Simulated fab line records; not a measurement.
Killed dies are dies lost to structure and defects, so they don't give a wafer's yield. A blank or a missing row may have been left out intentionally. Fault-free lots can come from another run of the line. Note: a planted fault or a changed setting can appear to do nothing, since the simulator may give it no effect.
Chamber matching | flow n5_finfet | cmp-01 running N5_GATE_CUT_CMP_61: 4 sister chambers
The step polishes, stops on SiNx, t overpolish 3 s. 8 wafers are shown with their chamber, then 7 later ones without.

WAFERS PAIRED WITH THEIR CHAMBERS
wafer  | chamber | motor_current_A (A)
L075.4 | 2       | 10.5
L082.3 | 3       | 11.8
L082.5 | 0       | 11.7
L083.2 | 1       | 12.0
L083.5 | 1       | 12.9
L083.6 | 0       | 11.7
L085.2 | 3       | 12.1
L085.5 | 2       | 11.2

WAFERS WITHOUT THEIR CHAMBER
wafer  | motor_current_A (A)
L085.6 | 12.5
L086.1 | 11.5
L086.3 | 11.7
L086.5 | 12.1
L096.2 | 12.1
L096.4 | 12.5
L096.6 | 11.4

EACH ONE'S CHAMBER
wafer  | from the rows above               | in truth
L085.6 | can't be placed: 1 or 3 or 0      | 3
L086.1 | can't be placed: 0 or 3 or 2 or 1 | 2
L086.3 | can't be placed: 0 or 3 or 1      | 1
L086.5 | can't be placed: 3 or 1 or 0      | 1
L096.2 | can't be placed: 3 or 1 or 0      | 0
L096.4 | can't be placed: 1 or 3 or 0      | 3
L096.6 | can't be placed: 0 or 3 or 2 or 1 | 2
Correct placement for 0 of the 7. Can't be placed from these rows: 7 (the true chamber is among the candidates in 7). Number placed wrongly: 0.
How it was worked out, from the rows above alone: a wafer's distance from a chamber is the root of the sum, over the readings, of the square of ((its reading less the chamber's mean) divided by the reading's scatter). The wafer belongs to the nearest chamber; if the next one is less than 2 further off, it can't be placed. A chamber's mean is the mean of its shown wafers. How the scatter is found: for the shown wafers, subtract from each reading the mean of its chamber, square and add these, divide the total by (wafers less chambers), then take the root.
